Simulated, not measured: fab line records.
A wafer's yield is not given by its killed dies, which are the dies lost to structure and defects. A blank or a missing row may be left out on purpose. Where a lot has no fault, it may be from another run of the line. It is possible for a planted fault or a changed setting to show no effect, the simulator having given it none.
Comparing a struck lot with a sound one / flow nandHarc / 26 out of 1302 route steps
Sound: wafers L108.1, L108.4, L108.5. The struck wafers were L122.2, L122.3, L122.6. At the end, the cause is stated.
At each step with rows: each side's tool, then ch and its chambers, then its first start. Under that, the readings that differ: sound wafers / struck wafers / difference of the means / sigmas: that difference in standard deviations of wafers without a fault.
alike: readings whose means differ by less than 2 such deviations, and words and numbers that are the same on both sides. not compared: withheld readings, readings that some wafer has no value for, bounds like >300 that may hide the same value, and numbers for which the record gives no deviation and whose values overlap.
Wherever a step has rows on one side only, a row that says differs or no value, or a row with sigmas, the two part there. Numbers that have no deviation but don't overlap get no sigmas and don't part them. Lack of a reading on every wafer of one side parts them only where that side has two or more wafers.

NHARC_P_ZERO_WELL_INSPECT_43:
  sound on defectInspect-01, day 2 03:38; struck on defectInspect-01, day 7 23:29
  alike: rawDefectCount
then, 11 steps without rows for these wafers: NHARC_P_STI_ETCH_26 (etches SiO2 in dHF, target depth 11 nm); NHARC_P_STI_PRECLEAN_27 (cleans in SC1); NHARC_P_STI_SRD_28; NHARC_P_STI_OXIDE_29 (material SiO2, target thk 10 nm, ox time 1362 s); NHARC_P_STI_HM_DEP_30 (deposits Si3N4, target thk 80 nm, time 873 s); NHARC_P_STI_DEHYDRATE_01 (time 120 s); NHARC_P_STI_HMDS_02 (time 30 s); NHARC_P_STI_COAT_41 (time 65 s); NHARC_P_STI_COAT_03 (resist thk 600 nm); NHARC_P_STI_SOFTBAKE_04 (time 70 s); NHARC_P_STI_EBR_05.
NHARC_P_STI_EXPOSE_06: exposes mask P STI, target cd 200 nm.
  sound on krfScanner-02 ch 0, day 2 19:55; struck on krfScanner-02 ch 0, day 8 14:01
reading=mask; sound=P_STI#0 P_STI#0 P_STI#0; struck=P_STI_R1#0 P_STI_R1#0 P_STI_R1#0; difference=differs; sigmas=
  alike: exposureDoseMJCm2
then, 2 steps without rows for these wafers: NHARC_P_STI_PEB_07 (peb time 80 s); NHARC_P_STI_DEVELOP_08 (time 50 s).
NHARC_P_STI_CD_MEAS_09: target cd 200 nm.
  sound on cdSem-03 ch 0, day 2 20:04; struck on cdSem-01 ch 0, day 8 14:11
reading=cdNm (nm); sound=202.7 201.3 198.7; struck=207.7 207.5 207.9; difference=+6.8; sigmas=+4
NHARC_P_STI_OVL_MEAS_10:
  sound on overlay-02, day 2 20:10; struck on overlay-02, day 8 14:16
  alike: overlayXNm, overlayYNm
NHARC_P_STI_INSPECT_11:
  sound on defectInspect-01, day 2 20:12; struck on defectInspect-02, day 8 14:18
  alike: rawDefectCount
then, 1 step without rows for these wafers: NHARC_P_STI_HARDBAKE_13 (time 65 s).
NHARC_P_STI_DESCUM_14: chemistry O2, time 3 s.
  sound on rieDiel-09 ch 0,1, day 2 20:20; struck on rieDiel-12 ch 0,1,3, day 8 14:27
reading=model.P_STI.cdNm (nm); sound=202.1 201.4 198; struck=207.2 207.6 207.9; difference=+7.1; sigmas=
  alike: drypumpMotorCurrentA, oesProductAu, rfVppV, showerheadPlenumPTorr, throttleValvePct
  not compared: rfHoursCounterH
NHARC_P_STI_ETCH_42: etches the open film in N2/H2, target depth 80 nm, overetch 24 nm, time 61 s.
  sound on rieDiel-09 ch 0,1,3, day 2 20:26; struck on rieDiel-12 ch 0,1,2, day 8 14:32
  alike: drypumpMotorCurrentA, oesProductAu, rfVppV, showerheadPlenumPTorr, throttleValvePct
  not compared: rfHoursCounterH
NHARC_P_STI_ETCH_31: etches the open film in CF4/CHF3, target depth 108.9 nm, time 54.5 s.
  sound on rieDiel-09 ch 0,2; struck on rieDiel-12 ch 2,3
  alike: drypumpMotorCurrentA, oesProductAu, rfVppV, showerheadPlenumPTorr, throttleValvePct
  not compared: rfHoursCounterH
NHARC_P_STI_ETCH_15: etches the open film in HBr/Cl2, target depth 300 nm, time 100.1 s.
  sound on rieSi-04 ch 1,2,3, day 2 20:39; struck on rieSi-04 ch 0,2, day 8 14:43
reading=model.P_STI.cdNm (nm); sound=202.1 200.1 198; struck=207.3 206.7 207.3; difference=+7.0; sigmas=
  alike: drypumpMotorCurrentA, oesProductAu, throttleValvePct
  not compared: rfHoursCounterH
NHARC_P_STI_CD_MEAS_16:
  sound on cdSem-02, day 2 20:48; struck on cdSem-03, day 8 14:52
reading=cdNm (nm); sound=202.0 200.6 197.9; struck=207.2 206.9 207.2; difference=+6.9; sigmas=+4
NHARC_P_STI_OCD_MEAS_17:
  sound on ocd-02, day 2 20:53; struck on ocd-01, day 8 14:58
reading=trenchFootCdNm (nm); sound=160.5 159.5 156.2; struck=165.3 164.6 165.6; difference=+6.4; sigmas=+4
  alike: trenchDepthNm
then, 1 step without rows for these wafers: NHARC_P_STI_STRIP_19 (strips in SPM, time 900 s).

## WHERE THEY PART
First at NHARC_P_STI_EXPOSE_06; last, within this record, at NHARC_P_STI_OCD_MEAS_17.

WHY: whatever the simulator had introduced
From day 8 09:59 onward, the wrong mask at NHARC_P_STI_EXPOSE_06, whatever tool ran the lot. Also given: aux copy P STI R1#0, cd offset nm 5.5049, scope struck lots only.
